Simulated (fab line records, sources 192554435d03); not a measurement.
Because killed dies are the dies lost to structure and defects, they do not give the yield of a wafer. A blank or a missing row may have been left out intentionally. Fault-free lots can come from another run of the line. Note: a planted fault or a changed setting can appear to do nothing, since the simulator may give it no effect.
fab line records	flow n5_finfet
record: lots: 24	wafers: 72	last_day: 18
route steps=1938 shown BEOL_M2@928 BEOL_M3@944
lots with no fault: from the same line, run without faults
start_h: the number of hours between the record's first day and the start of the first shown wafer of the lot	wait_h: hours elapsed since this lot's preceding step	" repeats the value in the row above	L1.1+2: a row that stands for several wafers	- value missing, or start not given	* or withheld: withheld	< > ~ a bound
route shown NAME@n: names a module that has steps shown in the file, with the first one's number in the route	usual: mean and standard deviation over wafers with no fault	same: alike in all rows	chamber/n: place in a boat	sites: each site's reading	_std_site: their standard deviation	_edge_site: outer sites' mean less inner sites'	radius_mm: for every site, how far away it sits from the centre of the wafer	mask NAME#n: copy n	behind: tool/chamber where the wafer was last shaped	hold: cause of the lot's hold/its duration in hours/its outcome	device: which transistor (n, p or np) failed to switch	end of line: the tests these same wafers got at the end of their route	a step with no rows: only its recipe	killed: the dies lost at the first sort to structure and to defects; this is not the yield of the wafer	map: dies across one wafer; x = killed, . = not, _ = none there
set.NAME: the run value of the setting; set.NAME@STEP: its run value at that earlier step	model.NAME: the simulator's own value behind a step, which no gauge read
a sample of lots followed through the steps of the route, with each step as a table and each wafer as a row
services: when a tool's chamber went out of use (start_h, in hours from the record's first day, below 0 if earlier), for how many hours, and the reason
== steps ==
step: N5_BEOL_M2_DEP_57
recipe: material: SiCN	target_thk_a: 80	temp_c: withheld	precursor: 3MS/NH3	pressure_torr: 3	rf_w: 202	time_s: 14
usual: showerhead_plenum_p_Torr: 3.664/0.015	throttle_valve_pct: 9.0/0.54
lot.wafer	tool	chamber	start_h	wait_h	showerhead_plenum_p_Torr	throttle_valve_pct
L074.3	pecvd-02	2	168.98	0.0	3.657	7.9
L074.4	"	2	"	"	3.669	8.1
L074.5	"	1	"	"	3.673	9.7
L075.2	pecvd-01	2	170.22	0.0	3.649	9.1
L075.3	"	0	"	"	3.661	8.6
L075.5	"	0	"	"	3.664	8.5
L076.1	pecvd-03	1	173.42	0.0	3.686	9.2
L076.2	"	0	"	"	3.677	9.1
L076.4	"	1	"	"	3.693	9.3
L077.4	pecvd-03	0	176.53	0.0	3.686	9.5
L077.5	"	2	"	"	3.668	8.7
L077.6	"	1	"	"	3.686	9.1
L078.2	pecvd-01	1	179.28	0.0	3.642	9.8
L078.3	"	0	"	"	3.653	8.4
L078.6	"	0	"	"	3.654	8.5
L079.2	pecvd-01	0	181.45	0.0	3.663	8.8
L079.3	"	1	"	"	3.640	9.8
L079.4	"	2	"	"	3.657	9.2
L080.2	pecvd-03	0	182.10	0.0	3.678	9.3
L080.4	"	2	"	"	3.666	8.4
L080.5	"	0	"	"	3.684	9.1
L081.2	pecvd-01	0	185.32	0.0	3.660	8.7
L081.5	"	1	"	"	3.640	9.7
L081.6	"	2	"	"	3.648	9.3
L082.1	pecvd-01	0	187.38	0.0	3.658	8.8
L082.2	"	2	"	"	3.650	9.4
L082.6	"	1	"	"	3.636	9.7
L083.4	pecvd-02	1	194.25	0.0	3.670	9.4
L083.5	"	2	"	"	3.668	7.9
L083.6	"	0	"	"	3.648	9.0
L085.1	pecvd-02	1	226.71	0.0	3.673	9.4
L085.4	"	2	"	"	3.662	8.2
L085.5	"	1	"	"	3.676	9.6
L084.2	pecvd-03	1	230.51	0.0	3.689	9.3
L084.4	"	2	"	"	3.674	8.5
L084.6	"	0	"	"	3.676	9.4
L086.1	pecvd-02	2	233.35	0.0	3.656	7.8
L086.4	"	1	"	"	3.673	9.3
L086.6	"	1	"	"	3.682	9.5
L087.1	pecvd-02	1	236.50	0.0	3.674	9.5
L087.2	"	0	"	"	3.648	8.8
L087.3	"	2	"	"	3.661	7.8
L088.1	pecvd-02	2	236.73	0.0	3.657	8.0
L088.3	"	1	"	"	3.680	9.5
L088.4	"	0	"	"	3.654	9.0
L089.4	pecvd-03	1	238.84	0.0	3.684	9.4
L089.5	"	2	"	"	3.666	8.9
L089.6	"	0	"	"	3.670	9.3
L091.1	pecvd-03	1	244.85	0.0	3.685	9.0
L091.3	"	0	"	"	3.675	9.4
L091.6	"	1	"	"	3.688	9.3
L090.1	pecvd-01	1	245.02	0.0	3.636	9.8
L090.2	"	0	"	"	3.657	8.6
L090.3	"	2	"	"	3.648	8.5
L093.1	pecvd-02	2	253.62	0.0	3.655	8.1
L093.4	"	2	"	"	3.658	8.3
L093.6	"	0	"	"	3.645	8.9
L092.1	pecvd-03	0	253.79	0.0	3.673	9.0
L092.4	"	0	"	"	3.668	9.3
L092.5	"	1	"	"	3.689	9.4
L094.2	pecvd-02	1	278.01	0.0	3.663	9.4
L094.3	"	2	"	"	3.659	7.9
L094.6	"	2	"	"	3.657	8.0
L095.2	pecvd-03	2	285.94	0.0	3.665	8.8
L095.4	"	1	"	"	3.683	9.2
L095.5	"	2	"	"	3.658	8.8
L097.2	pecvd-01	1	289.98	0.0	3.640	9.7
L097.3	"	2	"	"	3.646	8.6
L097.5	"	2	"	"	3.646	8.7
L096.3	pecvd-03	0	299.79	0.0	3.678	9.0
L096.4	"	1	"	"	3.695	9.1
L096.6	"	2	"	"	3.666	8.8
step: N5_BEOL_M3_CD_MEAS_11
recipe: target_cd_nm: 17.05	landing_energy_ev: 500	detector: se_inlens	polarity: opening
usual: cd_nm: 17.06/0.22
lot.wafer	tool	chamber	start_h	wait_h	cd_nm
L074.3	cd_sem-03	0	171.91	-	16.85
L074.4	"	0	"	"	17.30
L074.5	"	0	"	"	17.02
L075.2	cd_sem-01	0	171.95	-	16.97
L075.3	"	0	"	"	16.80
L075.5	"	0	"	"	17.10
L076.1	cd_sem-02	0	174.84	-	16.87
L076.2	"	0	"	"	16.86
L076.4	"	0	"	"	17.37
L077.4	cd_sem-03	0	178.60	-	16.76
L077.5	"	0	"	"	17.09
L077.6	"	0	"	"	16.97
L078.2	cd_sem-02	0	183.21	-	17.04
L078.3	"	0	"	"	16.90
L078.6	"	0	"	"	17.24
L079.2	cd_sem-01	0	183.79	-	16.80
L079.3	"	0	"	"	16.86
L079.4	"	0	"	"	16.65
L080.2	cd_sem-01	0	183.96	-	17.08
L080.4	"	0	"	"	17.10
L080.5	"	0	"	"	16.84
L081.2	cd_sem-02	0	187.10	-	17.01
L081.5	"	0	"	"	17.04
L081.6	"	0	"	"	16.85
L082.1	cd_sem-02	0	188.10	-	17.04
L082.2	"	0	"	"	17.36
L082.6	"	0	"	"	17.04
L083.4	cd_sem-02	0	195.27	-	17.06
L083.5	"	0	"	"	16.83
L083.6	"	0	"	"	17.18
L085.1	cd_sem-03	0	229.58	-	17.22
L085.4	"	0	"	"	17.24
L085.5	"	0	"	"	17.25
L084.2	cd_sem-02	0	232.51	-	16.94
L084.4	"	0	"	"	16.60
L084.6	"	0	"	"	17.06
L086.1	cd_sem-01	0	234.09	-	16.72
L086.4	"	0	"	"	17.15
L086.6	"	0	"	"	17.19
L087.1	cd_sem-01	0	237.97	-	17.24
L087.2	"	0	"	"	17.49
L087.3	"	0	"	"	17.16
L088.1	cd_sem-01	0	238.17	-	16.99
L088.3	"	0	"	"	16.97
L088.4	"	0	"	"	17.04
L089.4	cd_sem-03	0	241.24	-	16.78
L089.5	"	0	"	"	17.04
L089.6	"	0	"	"	16.72
L091.1	cd_sem-02	0	246.80	-	17.09
L091.3	"	0	"	"	17.20
L091.6	"	0	"	"	16.93
L090.1	cd_sem-02	0	247.19	-	17.32
L090.2	"	0	"	"	17.23
L090.3	"	0	"	"	17.33
L093.1	cd_sem-01	0	255.43	-	17.31
L093.4	"	0	"	"	17.02
L093.6	"	0	"	"	17.13
L092.1	cd_sem-02	0	255.62	-	17.13
L092.4	"	0	"	"	17.19
L092.5	"	0	"	"	17.36
L094.2	cd_sem-02	0	280.07	-	17.38
L094.3	"	0	"	"	17.25
L094.6	"	0	"	"	17.38
L095.2	cd_sem-03	0	288.94	-	16.92
L095.4	"	0	"	"	16.71
L095.5	"	0	"	"	16.73
L097.2	cd_sem-01	0	293.06	-	16.98
L097.3	"	0	"	"	17.10
L097.5	"	0	"	"	17.11
L096.3	cd_sem-01	0	301.90	-	17.04
L096.4	"	0	"	"	17.07
L096.6	"	0	"	"	16.63
step: N5_BEOL_M3_INSPECT_13
recipe: mode: adi	inspect_instrument: brightfield
usual: raw_defect_count: 409/97
lot.wafer	tool	chamber	start_h	wait_h	raw_defect_count
L074.3	defect_inspect-01	-	172.00	0.0	485
L074.4	"	-	"	"	428
L074.5	"	-	"	"	313
L075.2	defect_inspect-02	-	172.03	0.0	391
L075.3	"	-	"	"	458
L075.5	"	-	"	"	441
L076.1	defect_inspect-02	-	174.92	0.1	357
L076.2	"	-	"	"	309
L076.4	"	-	"	"	325
L077.4	defect_inspect-02	-	178.69	0.0	381
L077.5	"	-	"	"	411
L077.6	"	-	"	"	465
L078.2	defect_inspect-01	-	183.30	0.0	495
L078.3	"	-	"	"	441
L078.6	"	-	"	"	408
L079.2	defect_inspect-01	-	183.88	0.0	471
L079.3	"	-	"	"	387
L079.4	"	-	"	"	393
L080.2	defect_inspect-01	-	184.04	0.0	365
L080.4	"	-	"	"	681
L080.5	"	-	"	"	435
L081.2	defect_inspect-01	-	187.19	0.0	335
L081.5	"	-	"	"	324
L081.6	"	-	"	"	324
L082.1	defect_inspect-02	-	188.19	0.1	351
L082.2	"	-	"	"	434
L082.6	"	-	"	"	304
L083.4	defect_inspect-01	-	195.35	0.0	237
L083.5	"	-	"	"	462
L083.6	"	-	"	"	290
L085.1	defect_inspect-01	-	229.67	0.1	278
L085.4	"	-	"	"	178
L085.5	"	-	"	"	363
L084.2	defect_inspect-02	-	232.60	0.0	501
L084.4	"	-	"	"	538
L084.6	"	-	"	"	542
L086.1	defect_inspect-02	-	234.18	0.1	458
L086.4	"	-	"	"	651
L086.6	"	-	"	"	505
L087.1	defect_inspect-02	-	238.06	0.1	282
L087.2	"	-	"	"	301
L087.3	"	-	"	"	330
L088.1	defect_inspect-01	-	238.26	0.1	375
L088.3	"	-	"	"	316
L088.4	"	-	"	"	460
L089.4	defect_inspect-02	-	241.33	0.0	385
L089.5	"	-	"	"	471
L089.6	"	-	"	"	374
L091.1	defect_inspect-02	-	246.89	0.1	296
L091.3	"	-	"	"	406
L091.6	"	-	"	"	362
L090.1	defect_inspect-02	-	247.28	0.1	578
L090.2	"	-	"	"	498
L090.3	"	-	"	"	460
L093.1	defect_inspect-02	-	255.52	0.1	325
L093.4	"	-	"	"	406
L093.6	"	-	"	"	407
L092.1	defect_inspect-01	-	255.71	0.1	370
L092.4	"	-	"	"	422
L092.5	"	-	"	"	423
L094.2	defect_inspect-02	-	280.16	0.0	626
L094.3	"	-	"	"	576
L094.6	"	-	"	"	442
L095.2	defect_inspect-02	-	289.03	0.0	428
L095.4	"	-	"	"	407
L095.5	"	-	"	"	520
L097.2	defect_inspect-02	-	293.15	0.0	446
L097.3	"	-	"	"	358
L097.5	"	-	"	"	417
L096.3	defect_inspect-01	-	301.99	0.0	502
L096.4	"	-	"	"	453
L096.6	"	-	"	"	461
step: N5_BEOL_M3_DESCUM_33
recipe: chemistry: O2	time_s: 7	source_power_w: 50	bias_power_w: 20	pressure_mtorr: 20	rf_frequency_hz: 2.712e+07	temp_c: 40	resist: CAR-EUV	o2_flow_sccm: 225
usual: drypump_motor_current_A: 5.8/0.39	oes_product_au: 0.82/0.088	rf_vpp_V: 243.0/1.4	showerhead_plenum_p_Torr: 2.08/0.078	throttle_valve_pct: 20.45/0.23
lot.wafer	tool	chamber	start_h	wait_h	drypump_motor_current_A	oes_product_au	rf_hours_counter_h	rf_vpp_V	showerhead_plenum_p_Torr	throttle_valve_pct
L074.3	rie_diel-04	0	173.03	0.0	6.4	0.78	112	241.5	1.94	20.56
L074.4	"	1	"	"	6.1	0.80	-	243.5	2.09	20.19
L074.5	"	3	"	"	6.1	0.98	-	242.3	2.06	20.33
L075.2	rie_diel-03	1	173.22	0.0	5.8	1.00	0	244.5	2.14	20.24
L075.3	"	0	"	"	5.4	0.72	184	243.8	2.10	21.00
L075.5	"	1	"	"	5.8	1.00	-	244.2	2.14	20.25
L076.1	rie_diel-04	3	176.28	0.2	6.1	0.97	5	241.7	2.06	20.32
L076.2	"	0	"	"	6.3	0.78	113	240.4	1.94	20.54
L076.4	"	3	"	"	6.0	0.97	-	242.9	2.06	20.33
L077.4	rie_diel-02	0	179.71	0.0	5.0	0.78	147	240.9	1.93	20.56
L077.5	"	0	"	"	5.0	0.78	-	241.2	1.93	20.57
L077.6	"	3	"	"	5.4	0.73	-	242.5	2.10	20.52
L078.2	rie_diel-04	1	184.69	0.1	6.2	0.79	101	244.3	2.09	20.20
L078.3	"	3	"	"	6.0	0.95	8	243.6	2.06	20.34
L078.6	"	3	"	"	6.0	0.96	-	241.9	2.06	20.35
L079.2	rie_diel-02	2	185.24	0.0	5.7	0.69	227	243.5	2.05	20.23
L079.3	"	0	"	"	5.0	0.78	149	241.8	1.93	20.57
L079.4	"	3	"	"	5.5	0.73	162	243.9	2.10	20.51
L080.2	rie_diel-03	2	185.51	0.0	5.7	0.85	59	244.2	2.12	20.37
L080.4	"	1	"	"	5.8	0.97	3	242.9	2.14	20.26
L080.5	"	3	"	"	6.3	0.81	-	246.3	2.19	20.44
L081.2	rie_diel-03	0	188.20	0.0	5.4	0.71	188	244.1	2.10	20.99
L081.5	"	1	"	"	5.8	0.95	-	245.2	2.14	20.25
L081.6	"	2	"	"	5.7	0.84	-	244.2	2.12	20.38
L082.1	rie_diel-04	0	189.27	0.0	6.3	0.78	118	242.2	1.94	20.55
L082.2	"	3	"	"	6.0	0.94	10	242.3	2.06	20.34
L082.6	"	3	"	"	6.1	0.94	-	242.5	2.06	20.35
L083.4	rie_diel-04	3	196.52	0.0	6.1	0.93	12	242.8	2.06	20.34
L083.5	"	2	"	"	5.5	0.98	-	244.5	2.17	20.47
L083.6	"	1	"	"	6.2	0.78	-	243.3	2.09	20.20
L085.1	rie_diel-02	3	230.70	0.0	5.5	0.72	176	242.4	2.09	20.55
L085.4	"	2	"	"	5.7	0.67	240	241.6	2.05	20.22
L085.5	"	0	"	"	5.0	0.77	-	239.6	1.92	20.59
L084.2	rie_diel-03	3	234.19	0.3	6.3	0.80	119	245.1	2.19	20.46
L084.4	"	2	"	"	5.7	0.83	72	244.6	2.11	20.40
L084.6	"	3	"	"	6.3	0.79	-	245.2	2.19	20.46
L086.1	rie_diel-03	0	235.32	0.0	5.4	0.70	203	242.4	2.10	21.02
L086.4	"	2	"	"	5.7	0.83	73	243.9	2.11	20.41
L086.6	"	2	"	"	5.7	0.84	-	245.4	2.11	20.41
L087.1	rie_diel-03	3	238.97	0.0	6.3	0.79	121	244.8	2.19	20.47
L087.2	"	0	"	"	5.4	0.71	204	241.6	2.10	21.04
L087.3	"	1	"	"	5.8	0.93	19	243.2	2.14	20.28
L088.1	rie_diel-04	0	239.29	0.0	6.3	0.75	133	239.4	1.93	20.57
L088.3	"	1	"	"	6.2	0.78	117	245.3	2.08	20.23
L088.4	"	3	"	"	6.1	0.90	25	241.9	2.05	20.36
L089.4	rie_diel-02	0	242.36	0.0	5.0	0.76	166	239.7	1.92	20.60
L089.5	"	2	"	"	5.7	0.67	-	242.3	2.04	20.26
L089.6	"	3	"	"	5.4	0.72	-	242.5	2.09	20.53
L091.1	rie_diel-03	0	248.03	0.0	5.4	0.70	204	242.6	2.10	21.02
L091.3	"	3	"	"	6.3	0.79	123	245.2	2.19	20.46
L091.6	"	3	"	"	6.3	0.79	-	243.8	2.19	20.48
L090.1	rie_diel-04	1	248.18	0.0	6.2	0.79	119	242.4	2.08	20.23
L090.2	"	2	"	"	5.5	0.95	18	243.9	2.17	20.50
L090.3	"	0	"	"	6.4	0.76	134	240.2	1.93	20.58
L093.1	rie_diel-04	3	256.99	0.1	6.0	0.91	29	242.7	2.05	20.38
L093.4	"	1	"	"	6.2	0.78	121	244.5	2.08	20.25
L093.6	"	1	"	"	6.2	0.78	-	243.5	2.08	20.24
L092.1	rie_diel-03	3	257.29	0.1	6.3	0.79	126	243.4	2.19	20.48
L092.4	"	1	"	"	5.8	0.91	23	244.2	2.13	20.29
L092.5	"	0	"	"	5.4	0.71	-	244.3	2.09	21.03
L094.2	rie_diel-04	3	281.07	0.0	6.1	0.90	34	242.0	2.05	20.38
L094.3	"	1	"	"	6.2	0.76	128	241.9	2.08	20.27
L094.6	"	1	"	"	6.2	0.76	-	244.1	2.08	20.23
L095.2	rie_diel-04	1	289.94	0.0	6.2	0.77	131	242.3	2.08	20.26
L095.4	"	2	"	"	5.5	0.92	27	243.8	2.16	20.52
L095.5	"	1	"	"	6.2	0.76	-	242.1	2.08	20.25
L097.2	rie_diel-03	1	294.32	0.0	5.8	0.90	32	243.9	2.13	20.30
L097.3	"	3	"	"	6.3	0.78	135	245.0	2.18	20.49
L097.5	"	1	"	"	5.8	0.89	-	244.1	2.13	20.28
L096.3	rie_diel-03	1	302.89	0.0	5.8	0.88	35	244.6	2.13	20.30
L096.4	"	2	"	"	5.7	0.80	91	243.2	2.11	20.42
L096.6	"	2	"	"	5.7	0.81	-	243.8	2.11	20.42
step: N5_BEOL_M3_VIA_ETCH_34
recipe: chemistry: C4F6/O2	target_depth_a: 694	mask_material: SOC	pressure_mtorr: 15	ion_energy_ev: 250	taper_deg: 4	time_s: 65.9	source_w: 350	bias_w: 170	Ar_flow_sccm: 300	C4F6_flow_sccm: 10	O2_flow_sccm: 10
usual: O2_flow_sccm: 10.004/0.03	drypump_motor_current_A: 5.7/0.41	oes_ar_750_au: 0.80/0.085	oes_product_au: 0.80/0.088	rf_vpp_V: 661/13	showerhead_plenum_p_Torr: 2.82/0.099	throttle_valve_pct: 30.79/0.26
lot.wafer	tool	chamber	start_h	wait_h	O2_flow_sccm	drypump_motor_current_A	oes_ar_750_au	oes_product_au	rf_hours_counter_h	rf_vpp_V	showerhead_plenum_p_Torr	throttle_valve_pct
L075.2	rie_diel-02	1	173.74	0.0	10.016	5.2	0.89	0.91	23	656	2.79	30.35
L075.3	"	2	"	"	9.981	5.8	0.69	0.69	223	676	2.82	30.61
L075.5	"	1	"	"	9.997	5.2	0.89	0.91	-	657	2.79	30.36
L074.3	rie_diel-03	1	174.75	0.0	10.003	5.8	1.00	1.00	0	643	2.92	30.77
L074.4	"	3	"	"	10.049	6.3	0.83	0.81	101	650	3.00	30.97
L074.5	"	3	"	"	10.016	6.3	0.83	0.81	-	650	3.00	30.97
L076.1	rie_diel-04	0	177.76	0.0	10.022	6.4	0.78	0.77	114	675	2.66	31.15
L076.2	"	1	"	"	10.016	6.2	0.81	0.80	99	657	2.87	30.72
L076.4	"	3	"	"	10.021	6.0	0.96	0.97	-	663	2.80	30.77
L077.4	rie_diel-04	1	183.23	0.0	9.987	6.2	0.81	0.80	-	655	2.87	30.73
L077.5	"	3	"	"	10.041	6.1	0.95	0.95	-	664	2.80	30.76
L077.6	"	0	"	"	10.031	6.3	0.78	0.78	-	673	2.66	31.17
L078.2	rie_diel-02	3	186.48	0.0	9.952	5.5	0.73	0.73	162	687	2.84	30.73
L078.3	"	2	"	"	9.990	5.8	0.69	0.68	227	675	2.82	30.62
L078.6	"	3	"	"	9.993	5.5	0.72	0.72	-	688	2.84	30.72
L079.2	rie_diel-03	3	186.52	0.0	10.000	6.3	0.82	0.81	105	649	3.00	30.98
L079.3	"	1	"	"	10.013	5.8	0.98	0.97	4	644	2.92	30.78
L079.4	"	2	"	"	10.010	5.7	0.83	0.85	59	656	2.87	30.56
L080.2	rie_diel-03	3	189.63	0.0	9.997	6.3	0.81	0.81	106	650	3.00	30.97
L080.4	"	2	"	"	10.019	5.7	0.84	0.84	60	656	2.87	30.55
L080.5	"	1	"	"	9.959	5.8	0.96	0.95	-	642	2.92	30.79
L081.2	rie_diel-02	2	195.01	0.0	10.031	5.8	0.69	0.69	229	675	2.82	30.63
L081.5	"	3	"	"	9.988	5.4	0.72	0.73	-	687	2.83	30.73
L081.6	"	0	"	"	9.955	5.0	0.78	0.77	-	649	2.63	30.96
L082.1	rie_diel-03	1	195.05	0.0	10.029	5.8	0.95	0.95	7	642	2.92	30.78
L082.2	"	0	"	"	9.997	5.4	0.72	0.72	190	663	2.83	31.30
L082.6	"	3	"	"	9.981	6.3	0.82	0.80	-	650	3.00	30.99
L083.4	rie_diel-02	3	209.46	0.0	10.018	5.4	0.72	0.72	-	685	2.83	30.73
L083.5	"	0	"	"	10.029	5.0	0.78	0.77	-	650	2.63	30.98
L083.6	"	2	"	"	10.016	5.8	0.68	0.69	-	677	2.81	30.62
L085.1	rie_diel-04	2	232.05	0.0	10.035	5.5	0.91	0.93	13	654	2.91	30.76
L085.4	"	3	"	"	9.968	6.0	0.91	0.93	22	664	2.79	30.79
L085.5	"	3	"	"	9.959	6.1	0.91	0.92	-	664	2.79	30.79
L084.2	rie_diel-02	0	235.68	0.0	9.996	5.0	0.77	0.77	165	652	2.63	30.98
L084.4	"	2	"	"	9.984	5.7	0.68	0.68	242	675	2.81	30.63
L084.6	"	1	"	"	9.988	5.2	0.86	0.88	-	655	2.78	30.37
L086.1	rie_diel-02	2	237.48	0.0	10.036	5.8	0.68	0.68	243	675	2.81	30.62
L086.4	"	0	"	"	9.983	5.0	0.77	0.77	165	650	2.63	31.00
L086.6	"	2	"	"	10.039	5.8	0.68	0.67	-	675	2.81	30.62
L087.1	rie_diel-03	3	241.08	0.0	10.040	6.3	0.80	0.79	122	648	2.99	31.01
L087.2	"	2	"	"	10.010	5.7	0.83	0.82	75	656	2.86	30.57
L087.3	"	1	"	"	10.024	5.8	0.92	0.92	20	642	2.91	30.79
L088.1	rie_diel-02	2	243.78	0.0	10.011	5.7	0.68	0.66	245	675	2.81	30.63
L088.3	"	3	"	"	10.034	5.5	0.71	0.71	180	688	2.83	30.74
L088.4	"	1	"	"	10.006	5.2	0.85	0.87	40	655	2.78	30.38
L089.4	rie_diel-03	3	243.84	0.0	10.063	6.3	0.80	0.79	-	652	2.99	31.01
L089.5	"	1	"	"	10.044	5.8	0.92	0.91	-	642	2.91	30.82
L089.6	"	2	"	"	10.023	5.7	0.81	0.82	-	657	2.86	30.59
L091.1	rie_diel-02	0	249.79	0.0	9.980	5.0	0.77	0.76	168	649	2.63	30.99
L091.3	"	3	"	"	10.011	5.4	0.71	0.71	182	687	2.83	30.76
L091.6	"	1	"	"	10.025	5.2	0.86	0.86	-	656	2.78	30.38
L090.1	rie_diel-03	0	249.86	0.0	9.999	5.4	0.71	0.72	205	665	2.83	31.34
L090.2	"	1	"	"	9.999	5.8	0.92	0.91	22	642	2.91	30.80
L090.3	"	3	"	"	9.994	6.3	0.80	0.79	124	650	2.99	30.99
L093.1	rie_diel-02	3	262.71	0.0	9.974	5.5	0.71	0.72	186	687	2.82	30.76
L093.4	"	3	"	"	10.019	5.5	0.71	0.72	-	688	2.83	30.76
L093.6	"	2	"	"	10.002	5.7	0.67	0.68	-	675	2.81	30.65
L092.1	rie_diel-04	0	263.26	0.0	9.947	6.3	0.77	0.75	138	674	2.65	31.19
L092.4	"	3	"	"	9.994	6.0	0.90	0.90	30	662	2.79	30.77
L092.5	"	1	"	"	10.053	6.2	0.79	0.77	-	655	2.86	30.76
L094.2	rie_diel-03	0	292.68	0.0	10.006	5.4	0.70	0.70	215	666	2.82	31.34
L094.3	"	3	"	"	10.018	6.3	0.79	0.78	134	650	2.99	31.02
L094.6	"	1	"	"	9.975	5.8	0.89	0.89	-	641	2.91	30.83
L095.2	rie_diel-02	1	293.70	0.0	10.052	5.2	0.83	0.84	59	654	2.77	30.39
L095.4	"	2	"	"	9.983	5.8	0.99	1.01	3	675	2.80	30.65
L095.5	"	1	"	"	10.021	5.2	0.83	0.84	-	655	2.77	30.40
L097.2	rie_diel-03	2	301.73	0.0	10.023	5.7	0.81	0.81	91	655	2.85	30.58
L097.3	"	0	"	"	10.003	5.4	0.71	0.70	219	663	2.82	31.35
L097.5	"	3	"	"	10.023	6.3	0.79	0.78	-	648	2.99	31.02
L096.3	rie_diel-02	2	303.70	0.0	9.972	5.7	0.97	0.99	7	675	2.80	30.67
L096.4	"	0	"	"	10.011	5.0	0.75	0.76	186	649	2.62	31.00
L096.6	"	2	"	"	9.977	5.7	0.97	0.99	-	673	2.80	30.66
step: N5_BEOL_M3_OCD_MEAS_38
usual: trench_depth_nm: 55.7/0.91
lot.wafer	tool	chamber	start_h	wait_h	trench_depth_nm
L075.2	ocd-02	-	173.99	-	57.0
L075.3	"	-	"	"	55.6
L075.5	"	-	"	"	57.0
L074.3	ocd-02	-	175.00	-	56.7
L074.4	"	-	"	"	54.8
L074.5	"	-	"	"	54.7
L076.1	ocd-02	-	178.02	-	54.6
L076.2	"	-	"	"	56.1
L076.4	"	-	"	"	56.9
L077.4	ocd-01	-	183.46	-	57.6
L077.5	"	-	"	"	57.6
L077.6	"	-	"	"	54.6
L078.2	ocd-02	-	186.74	-	55.1
L078.3	"	-	"	"	55.8
L078.6	"	-	"	"	55.6
L079.2	ocd-01	-	186.77	-	54.9
L079.3	"	-	"	"	55.5
L079.4	"	-	"	"	54.8
L080.2	ocd-02	-	189.89	-	55.5
L080.4	"	-	"	"	56.2
L080.5	"	-	"	"	56.2
L081.2	ocd-01	-	195.27	-	55.2
L081.5	"	-	"	"	54.8
L081.6	"	-	"	"	55.4
L082.1	ocd-02	-	195.31	-	56.3
L082.2	"	-	"	"	55.0
L082.6	"	-	"	"	55.8
L083.4	ocd-01	-	209.69	-	55.3
L083.5	"	-	"	"	55.5
L083.6	"	-	"	"	54.7
L085.1	ocd-01	-	232.30	-	55.8
L085.4	"	-	"	"	57.4
L085.5	"	-	"	"	57.0
L084.2	ocd-01	-	235.93	-	56.5
L084.4	"	-	"	"	54.8
L084.6	"	-	"	"	56.5
L086.1	ocd-01	-	237.74	-	55.4
L086.4	"	-	"	"	55.6
L086.6	"	-	"	"	55.5
L087.1	ocd-02	-	241.33	-	54.1
L087.2	"	-	"	"	55.7
L087.3	"	-	"	"	57.3
L088.1	ocd-01	-	244.03	-	54.6
L088.3	"	-	"	"	55.6
L088.4	"	-	"	"	55.9
L089.4	ocd-02	-	244.07	-	54.4
L089.5	"	-	"	"	56.8
L089.6	"	-	"	"	55.1
L091.1	ocd-02	-	250.05	-	56.3
L091.3	"	-	"	"	55.6
L091.6	"	-	"	"	56.5
L090.1	ocd-01	-	250.12	-	54.4
L090.2	"	-	"	"	55.6
L090.3	"	-	"	"	54.9
L093.1	ocd-02	-	262.96	-	55.2
L093.4	"	-	"	"	55.3
L093.6	"	-	"	"	54.7
L092.1	ocd-01	-	263.51	-	54.1
L092.4	"	-	"	"	57.0
L092.5	"	-	"	"	56.0
L094.2	ocd-01	-	292.93	-	55.3
L094.3	"	-	"	"	54.8
L094.6	"	-	"	"	56.4
L095.2	ocd-01	-	293.96	-	55.7
L095.4	"	-	"	"	57.3
L095.5	"	-	"	"	55.7
L097.2	ocd-02	-	301.99	-	56.2
L097.3	"	-	"	"	54.6
L097.5	"	-	"	"	55.2
L096.3	ocd-01	-	303.95	-	57.4
L096.4	"	-	"	"	56.8
L096.6	"	-	"	"	57.5
== services ==
tool	chamber	start_h	hours	kind
rie_diel-03	1	148.25	-	clean
rie_diel-03	1	148.25	-	consumable_replace:esc
rie_diel-03	1	148.25	-	consumable_replace:focus_ring
rie_diel-03	1	148.25	23.6	scheduled_down
rie_diel-03	1	148.25	23.6	vent_cycle
rie_diel-04	2	165.08	-	clean
rie_diel-04	2	165.08	-	consumable_replace:focus_ring
rie_diel-04	2	165.08	20.6	scheduled_down
rie_diel-04	2	165.08	20.6	vent_cycle
pecvd-01	-	167.36	1.7	repair
pecvd-03	1	184.01	5.0	scheduled_down
rie_diel-02	-	197.02	0.7	repair
pecvd-01	-	200.16	2.8	pm
rie_diel-02	1	204.40	10.7	repair
pecvd-02	0	226.37	5.5	scheduled_down
pecvd-02	0	233.12	2.1	scheduled_down
rie_diel-03	0	239.43	7.2	repair
pecvd-01	-	258.95	5.1	repair
rie_diel-02	0	259.82	6.2	repair
rie_diel-02	2	266.34	-	clean
rie_diel-02	2	266.34	-	consumable_replace:focus_ring
rie_diel-02	2	266.34	18.4	scheduled_down
rie_diel-02	2	266.34	18.4	vent_cycle
rie_diel-04	2	277.56	5.6	repair
== key ==
fault none
